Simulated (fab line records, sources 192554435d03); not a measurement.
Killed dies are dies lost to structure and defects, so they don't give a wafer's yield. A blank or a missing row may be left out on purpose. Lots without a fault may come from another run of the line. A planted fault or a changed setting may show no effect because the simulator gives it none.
Chamber matching | flow n5_finfet | N5_HKMG_FIN_STRIP_34 on rie_diel-03: 3 sister chambers
The step strips in CF4. 14 wafers are shown with their chamber, then 5 later ones without.

WAFERS WITH THEIR CHAMBER
wafer  | chamber | showerhead_plenum_p_Torr (Torr) | throttle_valve_pct (%) | oes_product_au (a.u.)
L079.3 | 2       | 1.84                            | 13.14                  | 0.89
L079.4 | 3       | 1.80                            | 13.32                  | 0.76
L079.5 | 2       | 1.84                            | 13.13                  | 0.90
L086.3 | 1       | 1.84                            | 13.32                  | 0.90
L086.4 | 3       | 1.80                            | 13.35                  | 0.76
L086.5 | 2       | 1.83                            | 13.15                  | 0.88
L088.2 | 3       | 1.80                            | 13.35                  | 0.74
L088.4 | 2       | 1.83                            | 13.16                  | 0.87
L088.5 | 1       | 1.84                            | 13.34                  | 0.90
L093.2 | 2       | 1.83                            | 13.18                  | 0.85
L093.3 | 3       | 1.80                            | 13.35                  | 0.74
L093.4 | 1       | 1.84                            | 13.35                  | 0.88
L095.2 | 1       | 1.83                            | 13.35                  | 0.87
L095.3 | 2       | 1.83                            | 13.20                  | 0.84

SIGNATURES (means of the wafers above)
reading                  | chamber 1 | chamber 2 | chamber 3 | scatter within a chamber
showerhead_plenum_p_Torr | 1.8375    | 1.8333    | 1.8000    | 0.00435
throttle_valve_pct       | 13.3400   | 13.1600   | 13.3425   | 0.0206
oes_product_au           | 0.8875    | 0.8717    | 0.7500    | 0.0185
Rule: a wafer's distance from a chamber is the root of the sum, over the readings, of the square of ((its reading less the chamber's mean) divided by the reading's scatter). The wafer belongs to the nearest chamber; if the next one is less than 2 further off, it can't be placed. The scatter: the root of (the sum of the squares of (reading less its chamber's mean) over the shown wafers, divided by (wafers less chambers)).

WAFERS WITHOUT THEIR CHAMBER
wafer  | showerhead_plenum_p_Torr (Torr) | throttle_valve_pct (%) | oes_product_au (a.u.)
L097.2 | 1.79                            | 13.39                  | 0.74
L097.4 | 1.83                            | 13.21                  | 0.84
L097.5 | 1.83                            | 13.36                  | 0.86
L096.1 | 1.83                            | 13.20                  | 0.84
L096.2 | 1.79                            | 13.39                  | 0.74

WHICH CHAMBER EACH WENT THROUGH
wafer  | from the rows above | in truth
L097.2 | 3                   | 3
L097.4 | 2                   | 2
L097.5 | 1                   | 1
L096.1 | 2                   | 2
L096.2 | 3                   | 3
Placed correctly: 5 of 5. Can't be placed from these rows: 0. Placed wrongly: 0.
